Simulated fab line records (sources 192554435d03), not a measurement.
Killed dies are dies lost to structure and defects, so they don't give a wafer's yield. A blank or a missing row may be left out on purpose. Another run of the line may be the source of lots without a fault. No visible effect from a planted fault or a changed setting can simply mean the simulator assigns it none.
Matching of chambers / flow n5Finfet / N5_HKMG_FIN_ALD_91 on aldMetal-04 has 4 sister chambers
The step deposits TiN, target thk 1 nm, pulse time 1 s, purge time 3 s. 4 wafers are shown with their chamber, then 7 later ones without.

## WAFERS PAIRED WITH THEIR CHAMBERS
wafer=L084.1; chamber=2; heaterPowerW (W)=1068
wafer=L084.4; chamber=3; heaterPowerW (W)=848
wafer=L085.2; chamber=0; heaterPowerW (W)=1047
wafer=L085.5; chamber=1; heaterPowerW (W)=805

## WAFERS WHOSE CHAMBER IS MISSING
wafer=L085.6; heaterPowerW (W)=1032
wafer=L089.4; heaterPowerW (W)=1088
wafer=L089.5; heaterPowerW (W)=1014
wafer=L089.6; heaterPowerW (W)=800
wafer=L093.2; heaterPowerW (W)=1050
wafer=L093.4; heaterPowerW (W)=864
wafer=L093.6; heaterPowerW (W)=775

## THE CHAMBER EACH PASSED THROUGH
wafer=L085.6; from the rows above=can't be placed: 0 or 2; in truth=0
wafer=L089.4; from the rows above=can't be placed: 2 or 0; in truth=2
wafer=L089.5; from the rows above=can't be placed: 0 or 2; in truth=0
wafer=L089.6; from the rows above=1; in truth=1
wafer=L093.2; from the rows above=can't be placed: 0 or 2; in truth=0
wafer=L093.4; from the rows above=3; in truth=3
wafer=L093.6; from the rows above=1; in truth=1
Placed correctly: 3 of 7. Unplaceable from these rows: 4, with the true chamber sitting among the candidates in 4. Placed wrongly: 0.
How it was worked out, from the rows above alone: a wafer's distance from a chamber is the root of the sum, over the readings, of the square of ((its reading less the chamber's mean) divided by the reading's scatter). If the next closest chamber is less than 2 further off than the closest, the wafer can't be placed; otherwise it belongs to the closest. A chamber's mean is the mean of its shown wafers. The scatter: with one shown wafer a chamber, the root of the mean of the squares of how far each hidden wafer lies from its nearest shown one.
